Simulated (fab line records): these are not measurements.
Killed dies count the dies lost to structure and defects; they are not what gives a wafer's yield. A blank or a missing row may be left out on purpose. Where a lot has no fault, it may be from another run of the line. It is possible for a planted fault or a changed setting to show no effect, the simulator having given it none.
Split-lot study ; flow n5_finfet ; 7 lots, 21 wafers read, on a route of 1938 steps

== ON THE SPLIT ==
At N5_BEOL_M0_ETCH_138 (etches SiCN in CH3F/O2, target depth 12 nm, time 31.6 s), the setting source_w was moved away from the recipe's 395 W on 9 of the 21 wafers read, by -17.8% to +15.4%. The other wafers ran this setting at the recipe's value.

Reading taken at the split's own step.

== THE READING ==
rf_vpp_V, in V, at N5_BEOL_M0_ETCH_138 (etches SiCN in CH3F/O2, target depth 12 nm, time 31.6 s). On this fab line, fault-free wafers typically give 297.2 V with a standard deviation of 1.7 V.

wafer;tool, chamber at the split;source_w as run, W;against the recipe;rf_vpp_V, V;against lot-mates on the recipe
L078.2;rie_diel-04, 0;395;recipe;300.5;-
L078.3;rie_diel-04, 2;395;recipe;300.4;-
L078.5;rie_diel-04, 1;395;recipe;297.7;-
L077.1;rie_diel-06, 0;395;recipe;298.3;-
L077.3;rie_diel-06, 1;324.6;-17.8%;314.2;+16.2
L077.5;rie_diel-06, 2;395;recipe;297.6;-
L085.2;rie_diel-06, 0;359;-9.1%;307.7;+12.1
L085.4;rie_diel-06, 1;359;-9.1%;304.8;+9.2
L085.5;rie_diel-06, 2;395;recipe;295.6;-
L086.1;rie_diel-02, 3;455.9;+15.4%;282.1;-16.0
L086.3;rie_diel-02, 1;395;recipe;298.1;-
L086.4;rie_diel-02, 0;455.9;+15.4%;282.2;-15.9
L089.2;rie_diel-06, 3;395;recipe;299.2;-
L089.3;rie_diel-06, 1;395;recipe;296.9;-
L089.5;rie_diel-06, 0;395;recipe;297.4;-
L091.2;rie_diel-02, 1;427.6;+8.3%;289.6;-8.9
L091.4;rie_diel-02, 3;427.6;+8.3%;289.0;-9.5
L091.5;rie_diel-02, 1;395;recipe;298.5;-
L095.1;rie_diel-02, 1;337.8;-14.5%;313.6;+15.3
L095.3;rie_diel-02, 2;395;recipe;298.3;-
L095.6;rie_diel-02, 1;337.8;-14.5%;314.1;+15.8

THE FIT
A straight line over all 21 wafers: rf_vpp_V changes by -1.01 V for each +1% of source_w; r = -0.99; the points scatter about the line by 1.3 V.
The same after taking each lot's own level away (the mean of its wafers on the recipe; 21 wafers): -1.04 V for each +1%; r = -0.99; scatter 1.1 V.
According to that fit, moving source_w by its largest amount changes the reading by 19 V.
The lots' own levels span 295.60 to 299.53 V, that is 2.3 times the standard deviation above.
The two slopes are in agreement: the lot-to-lot level therefore moves the slope only a little.
Check: +19.3 V against its lot-mates is what the line predicts for one of the wafers moved furthest among these (-17.8%) when that wafer is left out of the fit. Against them it came out at +16.2 V.
Tool readings at the split's step, against how far the setting was moved: rf_vpp_V r = -0.99.

== THESE WAFERS: OTHER SPLITS ==
These wafers also went through other splits before the reading. Each is held against what the fit with the lots' levels taken away leaves over:
other split on the same wafers;wafers away from the commonest value;r with rf_vpp_V (lot level and that fit taken away)
N5_MOL_CONTACT_COAG_EXPOSE_81 dose_mj;7;-0.05
N5_MOL_CONTACT_COAG_CVD_140 target_thk_a;10;+0.29
N5_BEOL_M0_SAQP_HM_DEP_02 target_thk_a;7;-0.25
N5_BEOL_M0_SAQP_ETCH_88 source_w;5;+0.15

== FILE'S OWN FIT ==
rf_vpp_V changes by -1.02 V for each +1% of source_w, r = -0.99.
